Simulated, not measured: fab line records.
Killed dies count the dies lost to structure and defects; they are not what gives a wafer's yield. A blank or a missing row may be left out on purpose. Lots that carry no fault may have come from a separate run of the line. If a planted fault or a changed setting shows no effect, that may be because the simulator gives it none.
fab line records ; flow n5_finfet
record: lots: 9; wafers: 27; last_day: 18
route steps=1938 shown BEOL_M2@913 BEOL_M3@931 BEOL_M4@1111 PASSIVATION@1936
lots that met no fault: taken from a fault-free run of the same line
start_h: hours from the record's opening day to when the first of the lot's shown wafers began ; wait_h: hours since the lot's step before ; " the same as in the row above ; L1.1+2: a row that stands for several wafers ; - either no value or no given start ; * or withheld: withheld ; < > ~ a bound
route shown NAME@n: a module of which the file shows steps, and the number in the route of the first ; usual: mean and standard deviation over wafers with no fault ; same: alike in all rows ; chamber/n: place in a boat ; sites: readings site by site ; _std_site: standard deviation of those values ; _edge_site: outer sites' mean less inner sites' ; radius_mm: how far each site lies from the wafer's centre ; mask NAME#n: copy n ; behind: the most recent tool/chamber to have shaped the wafer ; hold: why the lot was held/for how many hours/how that ended ; device: which transistor (n, p or np) failed to switch ; end of line: tests of these same wafers at the route's end ; a step given without rows: its recipe and nothing more ; killed: dies that structure and defects cost at the first sort, which is not the same as the wafer's yield ; map: per-die view of a wafer (x killed, . not killed, _ where there is no die)
set.NAME: the setting the step ran with; set.NAME@STEP: the setting that earlier step ran with ; model.NAME: the simulator's own value behind a step, which no gauge read
route steps across a sampled set of lots; one table per step, one row per wafer
services: a tool's chamber out of use, with start hour (start_h, from the record's first day; less than 0 if before it), hours out, and reason
== steps ==
step: N5_BEOL_M2_ANNEAL_89
recipe: temp_c: 400; time_s: 240; ambient: vacuum
usual: heater_power_w: 842/56
lot.wafer;tool;chamber;start_h;wait_h;heater_power_w
L683.3;pvd_sputter-01;-;160.97;0.0;856
L683.4;pvd_sputter-01;-;160.97;0.0;751
L683.6;pvd_sputter-01;-;160.97;0.0;954
L684.1;pvd_sputter-03;-;161.48;0.0;807
L684.3;pvd_sputter-03;-;161.48;0.0;932
L684.6;pvd_sputter-03;-;161.48;0.0;765
L687.3;pvd_sputter-02;-;171.10;0.0;902
L687.4;pvd_sputter-02;-;171.10;0.0;772
L687.6;pvd_sputter-02;-;171.10;0.0;891
L688.1;pvd_sputter-03;-;174.13;0.0;766
L688.2;pvd_sputter-03;-;174.13;0.0;837
L688.6;pvd_sputter-03;-;174.13;0.0;826
L692.1;pvd_sputter-01;-;202.32;0.0;729
L692.3;pvd_sputter-01;-;202.32;0.0;859
L692.4;pvd_sputter-01;-;202.32;0.0;955
L694.1;pvd_sputter-01;-;226.81;0.0;757
L694.2;pvd_sputter-01;-;226.81;0.0;853
L694.5;pvd_sputter-01;-;226.81;0.0;837
L700.2;pvd_sputter-03;-;250.69;0.0;800
L700.5;pvd_sputter-03;-;250.69;0.0;764
L700.6;pvd_sputter-03;-;250.69;0.0;847
L703.1;pvd_sputter-03;-;272.95;0.0;868
L703.5;pvd_sputter-03;-;272.95;0.0;833
L703.6;pvd_sputter-03;-;272.95;0.0;919
L704.1;pvd_sputter-03;-;291.29;0.0;906
L704.2;pvd_sputter-03;-;291.29;0.0;828
L704.3;pvd_sputter-03;-;291.29;0.0;788
step: N5_BEOL_M2_ANNEAL_51
recipe: temp_c: 225; time_s: 90; ambient: N2
usual: anneal_temp_c: 224.99/0.15; wafer_temp_C_max: 225.83/0.22
lot.wafer;tool;chamber;start_h;wait_h;anneal_temp_c;wafer_temp_C_max
L683.3;rtp_anneal-01;0;162.05;0.1;225.03;225.91
L683.4;rtp_anneal-01;0;162.05;0.1;224.86;225.87
L683.6;rtp_anneal-01;0;162.05;0.1;225.33;226.08
L684.1;rtp_anneal-02;0;162.48;0.1;225.19;225.61
L684.3;rtp_anneal-02;0;162.48;0.1;224.99;226.16
L684.6;rtp_anneal-02;0;162.48;0.1;224.77;225.63
L687.3;rtp_anneal-02;0;172.19;0.1;224.95;225.70
L687.4;rtp_anneal-02;0;172.19;0.1;225.12;225.46
L687.6;rtp_anneal-02;0;172.19;0.1;224.96;225.92
L688.1;rtp_anneal-01;0;175.14;0.1;225.05;225.55
L688.2;rtp_anneal-01;0;175.14;0.1;225.03;225.80
L688.6;rtp_anneal-01;0;175.14;0.1;224.72;225.61
L692.1;rtp_anneal-01;0;203.31;0.1;225.09;225.96
L692.3;rtp_anneal-01;0;203.31;0.1;224.80;225.70
L692.4;rtp_anneal-01;0;203.31;0.1;225.00;225.62
L694.1;rtp_anneal-01;0;227.80;0.1;224.96;225.71
L694.2;rtp_anneal-01;0;227.80;0.1;225.27;226.05
L694.5;rtp_anneal-01;0;227.80;0.1;225.17;226.36
L700.2;rtp_anneal-01;0;251.73;0.1;224.88;226.42
L700.5;rtp_anneal-01;0;251.73;0.1;224.96;225.83
L700.6;rtp_anneal-01;0;251.73;0.1;225.00;225.84
L703.1;rtp_anneal-01;0;274.09;0.2;225.13;225.90
L703.5;rtp_anneal-01;0;274.09;0.2;225.27;225.77
L703.6;rtp_anneal-01;0;274.09;0.2;225.07;225.57
L704.1;rtp_anneal-02;0;292.29;0.1;224.99;225.87
L704.2;rtp_anneal-02;0;292.29;0.1;225.24;225.95
L704.3;rtp_anneal-02;0;292.29;0.1;224.93;225.74
step: N5_BEOL_M2_PRE_CLEAN_60
recipe: gas: NH3/H2; time_s: 15; temp_c: *; rf_power_w: 300
usual: heater_power_w: 93/26; rf_fwd_power_W: 296.9/1.5
lot.wafer;tool;chamber;start_h;wait_h;heater_power_w;rf_fwd_power_W
L683.3;cvd_co-01;0;162.59;0.0;121;297.0
L683.4;cvd_co-01;2;162.59;0.0;83;297.3
L683.6;cvd_co-01;0;162.59;0.0;121;296.2
L684.1;cvd_co-02;2;163.11;0.0;90;299.2
L684.3;cvd_co-02;1;163.11;0.0;127;296.4
L684.6;cvd_co-02;1;163.11;0.0;132;297.2
L687.3;cvd_co-02;2;172.73;0.0;89;297.6
L687.4;cvd_co-02;2;172.73;0.0;89;297.4
L687.6;cvd_co-02;1;172.73;0.0;127;297.9
L688.1;cvd_co-01;1;175.77;0.0;68;299.3
L688.2;cvd_co-01;2;175.77;0.0;84;296.4
L688.6;cvd_co-01;0;175.77;0.0;122;296.9
L692.1;cvd_co-02;0;203.97;0.0;60;293.6
L692.3;cvd_co-02;1;203.97;0.0;128;297.6
L692.4;cvd_co-02;1;203.97;0.0;131;296.6
L694.1;cvd_co-02;2;228.43;0.0;92;296.9
L694.2;cvd_co-02;1;228.43;0.0;127;296.4
L694.5;cvd_co-02;2;228.43;0.0;91;296.9
L700.2;cvd_co-02;0;252.48;0.2;60;294.9
L700.5;cvd_co-02;2;252.48;0.2;88;298.5
L700.6;cvd_co-02;1;252.48;0.2;129;297.4
L703.1;cvd_co-02;2;274.72;0.0;91;296.5
L703.5;cvd_co-02;2;274.72;0.0;93;298.4
L703.6;cvd_co-02;0;274.72;0.0;60;294.3
L704.1;cvd_co-01;1;292.92;0.0;69;299.2
L704.2;cvd_co-01;0;292.92;0.0;126;297.4
L704.3;cvd_co-01;2;292.92;0.0;84;298.1
step: N5_BEOL_M3_ILD_DEP_00
recipe: material: SiOC; target_thk_a: 790; temp_c: 350; precursor: DEMS/O2; pressure_torr: 5; rf_w: 500; time_s: 15.3
usual: chamber_pressure_Torr: 4.999/0.01; heater_power_w: 480/66; rf_fwd_power_W: 493.8/2.4; showerhead_plenum_p_Torr: 5.697/0.015; throttle_valve_pct: 11.9/0.78
lot.wafer;tool;chamber;start_h;wait_h;chamber_pressure_Torr;heater_power_w;rf_fwd_power_W;showerhead_plenum_p_Torr;throttle_valve_pct
L683.3;pecvd-01;2;162.88;0.0;5.016;443;490.7;5.704;12.1
L683.4;pecvd-01;2;162.88;0.0;4.995;463;491.5;5.696;12.1
L683.6;pecvd-01;1;162.88;0.0;4.989;462;493.1;5.689;12.7
L684.1;pecvd-01;2;163.40;0.0;5.003;377;490.5;5.675;12.2
L684.3;pecvd-01;0;163.40;0.0;4.999;595;493.2;5.700;11.4
L684.6;pecvd-01;1;163.40;0.0;4.988;409;495.8;5.683;13.0
L687.3;pecvd-02;0;173.02;0.0;4.994;534;490.9;5.702;12.2
L687.4;pecvd-02;2;173.02;0.0;4.995;400;497.5;5.709;11.6
L687.6;pecvd-02;1;173.02;0.0;4.994;404;492.0;5.716;13.2
L688.1;pecvd-01;1;176.09;0.0;5.000;448;495.4;5.697;12.6
L688.2;pecvd-01;2;176.09;0.0;5.004;454;494.0;5.676;12.1
L688.6;pecvd-01;1;176.09;0.0;5.001;452;498.0;5.680;13.0
L692.1;pecvd-01;0;204.26;0.0;5.001;612;498.7;5.683;11.0
L692.3;pecvd-01;1;204.26;0.0;4.998;492;496.8;5.674;12.8
L692.4;pecvd-01;0;204.26;0.0;5.005;627;497.1;5.699;11.4
L694.1;pecvd-01;0;228.72;0.0;4.997;604;492.5;5.695;11.3
L694.2;pecvd-01;1;228.72;0.0;4.995;501;494.8;5.687;12.8
L694.5;pecvd-01;1;228.72;0.0;4.991;417;493.7;5.664;12.7
L700.2;pecvd-02;0;252.77;0.0;4.992;528;493.7;5.692;12.0
L700.5;pecvd-02;2;252.77;0.0;5.013;417;493.2;5.712;11.9
L700.6;pecvd-02;1;252.77;0.0;5.005;424;491.6;5.720;13.3
L703.1;pecvd-02;2;275.00;0.0;5.009;395;492.1;5.726;11.6
L703.5;pecvd-02;1;275.00;0.0;4.995;412;492.8;5.719;13.0
L703.6;pecvd-02;2;275.00;0.0;4.996;390;494.5;5.693;11.6
L704.1;pecvd-04;2;293.21;0.0;4.991;464;495.4;5.694;10.9
L704.2;pecvd-04;1;293.21;0.0;5.001;589;492.4;5.705;11.2
L704.3;pecvd-04;0;293.21;0.0;5.001;498;496.3;5.662;11.3
step: N5_BEOL_M3_THK_MEAS_01
recipe: reads: SiOC_of_BEOL_M3_ILD_DEP_00
usual: M3_ILD_THK: 78.9/1.2
lot.wafer;tool;chamber;start_h;wait_h;M3_ILD_THK[nm]
L683.3;film_metro-01;-;162.95;0.1;78.1
L683.4;film_metro-01;-;162.95;0.1;79.3
L683.6;film_metro-01;-;162.95;0.1;79.7
L684.1;film_metro-02;-;163.46;0.0;78.7
L684.3;film_metro-02;-;163.46;0.0;80.7
L684.6;film_metro-02;-;163.46;0.0;79.8
L687.3;film_metro-02;-;173.08;0.1;77.6
L687.4;film_metro-02;-;173.08;0.1;79.5
L687.6;film_metro-02;-;173.08;0.1;78.8
L688.1;film_metro-02;-;176.15;0.0;78.6
L688.2;film_metro-02;-;176.15;0.0;78.5
L688.6;film_metro-02;-;176.15;0.0;79.3
L692.1;film_metro-02;-;204.34;0.1;121.6
L692.3;film_metro-02;-;204.34;0.1;78.5
L692.4;film_metro-02;-;204.34;0.1;80.6
L694.1;film_metro-02;-;228.80;0.1;123.2
L694.2;film_metro-02;-;228.80;0.1;119.7
L694.5;film_metro-02;-;228.80;0.1;121.6
L700.2;film_metro-01;-;252.84;0.1;77.2
L700.5;film_metro-01;-;252.84;0.1;79.5
L700.6;film_metro-01;-;252.84;0.1;80.2
L703.1;film_metro-01;-;275.07;0.0;78.9
L703.5;film_metro-01;-;275.07;0.0;79.8
L703.6;film_metro-01;-;275.07;0.0;79.6
L704.1;film_metro-01;-;293.27;0.0;76.4
L704.2;film_metro-01;-;293.27;0.0;79.0
L704.3;film_metro-01;-;293.27;0.0;77.9
step: N5_BEOL_M4_RC_MEAS_101
usual: DIBL_N: 35.4/2.1; DIBL_P: 34.8/2.6; IOFF_N: 0.15/0.037; IOFF_P: 0.19/0.037; ION_N: 677/16; ION_P: 462/9.3; SS_N: 71.4/0.75; SS_P: 72.9/0.77; VT_N: 250/3.7; VT_P: -251/3.5
lot.wafer;tool;chamber;start_h;wait_h;DIBL_N[mV/V];DIBL_P[mV/V];IOFF_N[nA/um];IOFF_P[nA/um];ION_N[uA/um];ION_P[uA/um];SS_N[mV/dec];SS_P[mV/dec];VT_N[mV];VT_P[mV]
L683.3;prober-02;0;183.90;0.3;34.8;32.0;0.13;0.19;679;472;70.9;72.6;250;-248
L683.4;prober-02;0;183.90;0.3;35.0;32.7;0.14;0.20;682;478;71.0;72.5;249;-250
L683.6;prober-02;0;183.90;0.3;33.1;30.1;0.11;0.17;672;470;70.0;72.6;253;-251
L684.1;prober-01;0;197.97;0.0;35.3;35.4;0.15;0.19;690;464;71.8;73.3;245;-253
L684.3;prober-01;0;197.97;0.0;36.9;36.0;0.16;0.18;677;453;71.4;72.7;250;-255
L684.6;prober-01;0;197.97;0.0;31.4;29.3;0.09;0.12;657;449;70.0;71.3;256;-259
L688.1;prober-01;0;202.96;0.5;34.8;33.8;0.13;0.16;664;456;71.1;73.1;251;-257
L688.2;prober-01;0;202.96;0.5;37.2;36.0;0.16;0.18;678;457;71.7;73.2;248;-253
L688.6;prober-01;0;202.96;0.5;34.0;32.3;0.12;0.13;660;448;70.9;71.5;255;-257
L687.3;prober-02;0;204.45;0.3;35.6;35.9;0.15;0.20;677;461;71.1;73.5;253;-249
L687.4;prober-02;0;204.45;0.3;33.2;32.4;0.11;0.14;669;459;70.3;71.7;255;-254
L687.6;prober-02;0;204.45;0.3;32.8;32.0;0.11;0.15;647;454;71.4;72.9;253;-253
L692.3;prober-01;0;231.65;1.0;36.2;34.6;0.15;0.20;677;466;71.3;73.2;246;-252
L692.4;prober-01;0;231.65;1.0;37.3;35.1;0.15;0.19;661;450;71.3;72.4;249;-251
L700.2;prober-01;0;283.74;0.2;33.2;32.4;0.11;0.15;670;451;70.2;72.3;255;-254
L700.5;prober-01;0;283.74;0.2;36.7;37.0;0.16;0.20;692;469;71.6;73.0;251;-251
L700.6;prober-01;0;283.74;0.2;34.9;35.9;0.14;0.20;669;463;70.1;73.3;251;-251
L703.1;prober-01;0;303.81;0.3;40.6;40.7;0.28;0.31;709;480;73.2;74.6;241;-246
L703.5;prober-01;0;303.81;0.3;38.2;37.9;0.23;0.25;708;479;72.2;73.6;244;-245
L703.6;prober-01;0;303.81;0.3;36.6;36.7;0.18;0.22;702;478;72.0;73.9;246;-247
L704.1;prober-01;0;327.31;0.0;35.5;35.0;0.15;0.23;676;468;71.7;73.1;254;-243
L704.2;prober-01;0;327.31;0.0;32.7;31.9;0.11;0.18;672;472;70.3;71.7;254;-247
L704.3;prober-01;0;327.31;0.0;35.4;36.6;0.16;0.25;688;474;71.5;72.9;249;-244
step: N5_PASSIVATION_PROBE_49
usual: defect_limited_yield: 90.5/1.7; killed_at_M0_to_M3: 37/12; killed_at_M4_up: 14/5.2; killed_at_contacts: 12/5.9; killed_at_front_end: 45/14; killed_at_other: 3.5/2.8; killed_dies: 112/21; killed_on_rim: 15/4.5; killed_open: 73/15; killed_short: 36/8.9; sort_bin_4_leakage: 0.00/0.007; sort_bin_5_function: 5.6/1.2; sort_bin_6_memory: 3.5/0.68; sort_bin_8_speed: 0.01/0.1; sort_n_pass: 1068/21; sort_yield_pct: 90.5/1.8
same: gross_dies: 1180; killed_at_back_side: 0
lot.wafer;tool;chamber;start_h;wait_h;defect_limited_yield[%];killed_at_M0_to_M3;killed_at_M4_up;killed_at_contacts;killed_at_front_end;killed_at_other;killed_dies;killed_on_rim;killed_open;killed_short;sort_bin_4_leakage[%];sort_bin_5_function[%];sort_bin_6_memory[%];sort_bin_8_speed[%];sort_n_pass;sort_yield_pct[%]
L687.3;prober-02;-;319.73;0.1;89.3;37;11;12;66;0;126;13;81;43;0;6.2;3.6;0;1054;89.3
L687.4;prober-02;-;319.78;0.2;89.3;43;14;5;63;1;126;15;88;37;0;6.3;3.8;0;1054;89.3
L687.6;prober-02;-;319.88;0.3;89.4;35;15;17;58;0;125;18;86;35;0;6.5;3.9;0;1055;89.4
L692.1;prober-01;-;343.00;0.0;0;1076;14;11;75;4;1180;152;94;54;0;95.3;4.1;0;0;0
L692.3;prober-01;-;343.10;0.1;89.7;47;13;10;49;3;122;10;83;36;0;6.3;3.7;0;1058;89.7
L692.4;prober-01;-;343.15;0.2;90.8;45;8;4;47;4;108;15;74;33;0;5.1;3.5;0;1072;90.8
L694.1;prober-02;-;371.75;0.0;0;1110;18;14;34;4;1180;152;59;31;0;96.5;3.3;0;0;0
L694.2;prober-02;-;371.80;0.1;0;1129;6;6;37;2;1180;152;50;29;0;97.3;2.4;0;0;0
L694.5;prober-02;-;371.95;0.2;0;1130;8;12;28;2;1180;152;59;31;0;97.2;2.6;0;0;0
killed by level:class
L687.3 STI_FIN_REVEAL:geometric_particle:open=20 FIN_SAQP:geometric_particle:short=13 FIN_SAQP:geometric_particle:open=12 BEOL_M0_SAQP:geometric_particle:short=12 BEOL_M0_SAQP:geometric_particle:open=11 MOL_CONTACT_COAG:geometric_particle:open=10 GATE_CUT:geometric_particle:short=9 BEOL_M4:geometric_particle:open=6
L687.4 STI_FIN_REVEAL:geometric_particle:open=23 FIN_SAQP:geometric_particle:open=15 BEOL_M2:geometric_particle:open=11 FIN_SAQP:geometric_particle:short=10 BEOL_M0_SAQP:geometric_particle:short=9 BEOL_M0_SAQP:geometric_particle:open=8 BEOL_M1:geometric_particle:open=6 MOL_CONTACT_COAG:geometric_particle:open=5
L687.6 FIN_SAQP:geometric_particle:open=17 MOL_CONTACT_COAG:geometric_particle:open=16 STI_FIN_REVEAL:geometric_particle:open=15 BEOL_M0_SAQP:geometric_particle:open=12 FIN_SAQP:geometric_particle:short=9 BEOL_M0_SAQP:geometric_particle:short=9 BEOL_M3:geometric_particle:open=8 BEOL_M4:geometric_particle:open=6
L692.1 BEOL_M3:area_dep=1030 FIN_SAQP:geometric_particle:short=23 FIN_SAQP:geometric_particle:open=18 BEOL_M0_SAQP:geometric_particle:open=12 MOL_CONTACT_COAG:geometric_particle:open=10 BEOL_M0_SAQP:geometric_particle:short=10 BEOL_M3:geometric_particle:open=9 STI_FIN_REVEAL:geometric_particle:open=7
L692.3 STI_FIN_REVEAL:geometric_particle:open=12 BEOL_M2:geometric_particle:open=12 FIN_SAQP:geometric_particle:open=11 MOL_CONTACT_COAG:geometric_particle:open=8 DUMMY_GATE:geometric_particle:open=8 BEOL_M0_SAQP:geometric_particle:short=8 BEOL_M1:geometric_particle:open=7 BEOL_M0_SAQP:geometric_particle:open=6
L692.4 BEOL_M0_SAQP:geometric_particle:open=15 BEOL_M0_SAQP:geometric_particle:short=11 FIN_SAQP:geometric_particle:open=10 DUMMY_GATE:geometric_particle:open=9 STI_FIN_REVEAL:geometric_particle:open=8 BEOL_M1:geometric_particle:open=8 FIN_SAQP:geometric_particle:short=6 STARTING-WAFER:geometric_particle:short=5
L694.1 BEOL_M3:area_dep=1090 STI_FIN_REVEAL:geometric_particle:open=9 MOL_CONTACT_COAG:geometric_particle:open=8 BEOL_M3:geometric_particle:open=8 FIN_SAQP:geometric_particle:open=7 GATE_CUT:geometric_particle:short=7 MOL_CONTACT_COAG:geometric_particle:short=6 FIN_SAQP:geometric_particle:short=4
L694.2 BEOL_M3:area_dep=1099 STI_FIN_REVEAL:geometric_particle:open=11 BEOL_M3:geometric_particle:open=8 BEOL_M2:geometric_particle:open=6 FIN_SAQP:geometric_particle:short=5 MOL_CONTACT_COAG:geometric_particle:open=5 BEOL_M0_SAQP:geometric_particle:short=5 BEOL_M3:geometric_particle:short=5
L694.5 BEOL_M3:area_dep=1088 MOL_CONTACT_COAG:geometric_particle:open=10 BEOL_M1:geometric_particle:open=8 FIN_SAQP:geometric_particle:short=7 BEOL_M3:geometric_particle:open=7 BEOL_M2:geometric_particle:open=7 BEOL_M0_SAQP:geometric_particle:open=6 BEOL_M0_SAQP:geometric_particle:short=4
== services ==
tool;chamber;start_h;hours;kind
pvd_sputter-01;-;137.28;15.4;repair
pecvd-04;2;163.33;2.1;scheduled_down
pecvd-04;1;170.87;13.4;repair
pecvd-04;1;188.62;2.1;scheduled_down
pecvd-01;2;202.38;-;clean
pecvd-01;2;202.38;-;consumable_replace:showerhead
pecvd-01;2;202.38;29.0;scheduled_down
pecvd-01;2;202.38;29.0;vent_cycle
pecvd-02;1;204.81;2.1;scheduled_down
pecvd-02;2;212.94;5.5;scheduled_down
pecvd-01;1;234.87;10.4;repair
pecvd-02;-;240.78;1.8;repair
pecvd-04;-;255.35;2.8;pm
pecvd-02;1;256.42;-;calibration
pecvd-01;1;262.38;5.5;scheduled_down
pvd_sputter-02;-;288.91;7.9;repair
== key ==
first_sign: step: N5_BEOL_M3_THK_MEAS_01; reading: M3_ILD_THK; direction: up; sigmas: 36; usual: 78.9; struck: 121.5
effect: step: N5_PASSIVATION_PROBE_49; reading: killed_at_M0_to_M3; direction: up; sigmas: 88; usual: 37; struck: 1111
more_kills_born_at: N5_BEOL_M3_ILD_DEP_00@pecvd-01: 4307
met_at N5_BEOL_M3_ILD_DEP_00
struck_lots L692,L694
struck_wafers L692.1,L694.1,L694.2,L694.5
later_rows_left_out L692.1,L694.1,L694.2,L694.5
not_acting_at N5_BEOL_M2_ANNEAL_89,N5_BEOL_M2_ANNEAL_51,N5_BEOL_M2_PRE_CLEAN_60
onset_between 176.09 204.26
fault: kind: process_parameter_drift; tool: pecvd-01; chamber: -; onset_h: 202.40; steps: N5_BEOL_M3_ILD_DEP_00; channel: time_s; offset: *; shape: step; end_h: 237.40; scope: struck_wafers_only; acts_in: *; stated: *
later_rows_left_out: the simulator's readings of these wafers behind a module that went badly wrong aren't trusted and aren't shown, but for the sort
